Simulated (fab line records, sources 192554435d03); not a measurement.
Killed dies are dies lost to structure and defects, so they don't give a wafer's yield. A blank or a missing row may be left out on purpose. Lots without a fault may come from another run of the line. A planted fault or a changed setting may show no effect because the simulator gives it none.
One fault seen from 3 desks | flow n5_finfet | each desk has only its own numbers; what lay behind them comes last

THE DEFECT DESK
What the inspections along the route counted, lot by lot: means of the sampled wafers that have a number. A lot is out of limits, marked OUT, if its mean lies more than 4 standard deviations from the usual mean; the brackets give that distance.
Columns: A = raw_defect_count at N5_BEOL_M6_INSPECT_58, usual 72
lot  | first seen here | A
L105 | day 10 12:37    | 51
L110 | day 11 10:47    | 70
L108 | day 11 20:34    | 79
L113 | day 12 13:48    | 78
L116 | day 12 18:23    | 60
L117 | day 13 05:05    | 71
L114 | day 13 05:29    | 63
L115 | day 13 14:59    | 54
L121 | day 14 17:26    | 43
L124 | day 14 19:31    | 128
L125 | day 15 22:45    | 98
This desk's finding: nothing out of limits on any of the 11 lots.

THE METROLOGY DESK
What the gauges read, lot by lot, whatever tool the lot ran on: means of the sampled wafers that have a number. A lot is out of limits, marked OUT, if its mean lies more than 4 standard deviations from the usual mean; the brackets give that distance.
Columns: A = M7_ILD_THK at N5_BEOL_M7_THK_MEAS_01, usual 155.1 nm
lot  | first seen here | A
L105 | day 10 13:16    | 156.3
L110 | day 11 11:25    | 156.1
L108 | day 11 21:11    | 154.9
L113 | day 12 14:25    | 156.9
L116 | day 12 18:59    | 155.5
L117 | day 13 05:43    | 154.9
L114 | day 13 06:08    | 157.4
L115 | day 13 15:36    | 153.0
L121 | day 14 18:40    | 153.1
L124 | day 14 20:37    | 149.6
L125 | day 15 23:22    | 151.6
This desk's finding: nothing out of limits on any of the 11 lots.

THE TOOL OWNER'S DESK: pecvd-02
The tool's own readings at N5_BEOL_M7_ILD_DEP_00 (deposits SiCOH lowk from DEMS/porogen, target thk 179.75 nm, time 33.4 s): means of the sampled wafers that have a number, for each lot that ran on this tool. A lot is out of limits, marked OUT, if its mean lies more than 4 standard deviations from the usual mean; the brackets give that distance.
Columns: A = heater_power_w at N5_BEOL_M7_ILD_DEP_00, usual 319 W; B = showerhead_plenum_p_Torr at N5_BEOL_M7_ILD_DEP_00, usual 5.739 Torr; C = throttle_valve_pct at N5_BEOL_M7_ILD_DEP_00, usual 13.6 %
lot  | first seen here | A   | B     | C
L110 | day 11 10:50    | 312 | 5.747 | 14.2
L113 | day 12 13:50    | 313 | 5.745 | 14.4
L117 | day 13 05:08    | 307 | 5.725 | 14.2
L115 | day 13 15:02    | 331 | 5.752 | 14.3
L121 | day 14 17:28    | 327 | 5.735 | 14.1
L124 | day 14 19:33    | 322 | 5.749 | 13.7
L125 | day 15 22:47    | 348 | 5.747 | 13.9
This desk's finding: nothing out of limits on any of the 7 lots.

PUT TOGETHER
The defect desk saw nothing out of limits.
The metrology desk saw nothing out of limits.
The tool owner's desk saw nothing out of limits.

WHAT THE SIMULATOR HAD PUT IN
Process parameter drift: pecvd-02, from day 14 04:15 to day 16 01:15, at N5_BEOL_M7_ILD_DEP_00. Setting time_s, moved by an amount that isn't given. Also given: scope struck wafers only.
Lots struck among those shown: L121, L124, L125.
